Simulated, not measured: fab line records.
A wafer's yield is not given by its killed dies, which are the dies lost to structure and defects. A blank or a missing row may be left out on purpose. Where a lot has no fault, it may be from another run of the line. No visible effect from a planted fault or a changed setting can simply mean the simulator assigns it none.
Which of the tools did it? -- flow nandHarc -- Sampling: 6 lots, 17 wafers, 5 of 1302 route steps

== WHAT THE GAUGES SHOWED, per wafer ==
NHARC_END_SORT_01.
lot,measured,on,killedAtArray
L890,day 29 19:07,prober-02,55 63

== WHAT TOOL EACH LOT RAN ON (gives the tool, then ch and the chambers of the sampled wafers, and finally the start) ==
lot,NHARC_A_STAIRCASE_STRIP_171,NHARC_A_STAIRCASE_TRIM_12,NHARC_A_STAIRCASE_TRIM_20,NHARC_A_STAIRCASE_TRIM_26
L880,"plasmaAsher-02 ch 0,1, day 16 20:08","rieDiel-11 ch 1,3, day 16 21:35","rieDiel-09 ch 0,1,2, day 16 23:01","rieDiel-09 ch 0,1,3, day 17 00:52"
L885,"plasmaAsher-01 ch 0,1, day 19 07:34","rieDiel-09 ch 1,2,3, day 19 08:59","rieDiel-05 ch 1,2, day 19 09:59","rieDiel-05 ch 1,2,3, day 19 13:32"
L890,"plasmaAsher-02 ch 0,1, day 20 17:38","rieDiel-05 ch 0,3, day 20 19:07","rieDiel-05 ch 2,3, day 20 20:11","rieDiel-05 ch 2,3, day 20 21:09"
L897,"plasmaAsher-01 ch 0,1, day 23 13:21","rieDiel-09 ch 2,3, day 23 17:02","rieDiel-09 ch 0,3, day 23 18:13","rieDiel-09 ch 0,3, day 23 19:10"
L899,"plasmaAsher-01 ch 0,1, day 24 09:28","rieDiel-11 ch 0,1,3, day 24 10:52","rieDiel-05 ch 0,1,3, day 24 11:53","rieDiel-05 ch 1,2,3, day 24 12:36"
L900,"plasmaAsher-02 ch 0,1, day 25 10:11","rieDiel-11 ch 0,1,3, day 25 11:47","rieDiel-09 ch 0,1,3, day 25 12:59","rieDiel-09 ch 1,2,3, day 25 13:42"
- NHARC_A_STAIRCASE_STRIP_171: strips in O2.
- NHARC_A_STAIRCASE_TRIM_12: chemistry O2, time 211.2 s.
- NHARC_A_STAIRCASE_TRIM_20: chemistry O2, time 211.2 s.
- NHARC_A_STAIRCASE_TRIM_26: chemistry O2, time 211.2 s.

== THE ANSWER, worked out from the rows above alone ==
Rule: the usual values come from the lots themselves. The widest of any qualifying gaps counts: lots, ordered by their means at a reading, are off when they make up no more than a third of the lots, leave a main group of 4 or more, and stand apart from it by 3 or more times the standard deviation of that group's means. A main group is skipped when, at the precision printed for the reading in the tables above, its means are all equal. Also off: a lot with no number at a reading for which 4 or more lots have one. Where the step has rows for the other lots, those lots are counted as sound.
None of the lots is off at any reading shown; this tells nothing.

== WHAT THE SIMULATOR HAD INSERTED ==
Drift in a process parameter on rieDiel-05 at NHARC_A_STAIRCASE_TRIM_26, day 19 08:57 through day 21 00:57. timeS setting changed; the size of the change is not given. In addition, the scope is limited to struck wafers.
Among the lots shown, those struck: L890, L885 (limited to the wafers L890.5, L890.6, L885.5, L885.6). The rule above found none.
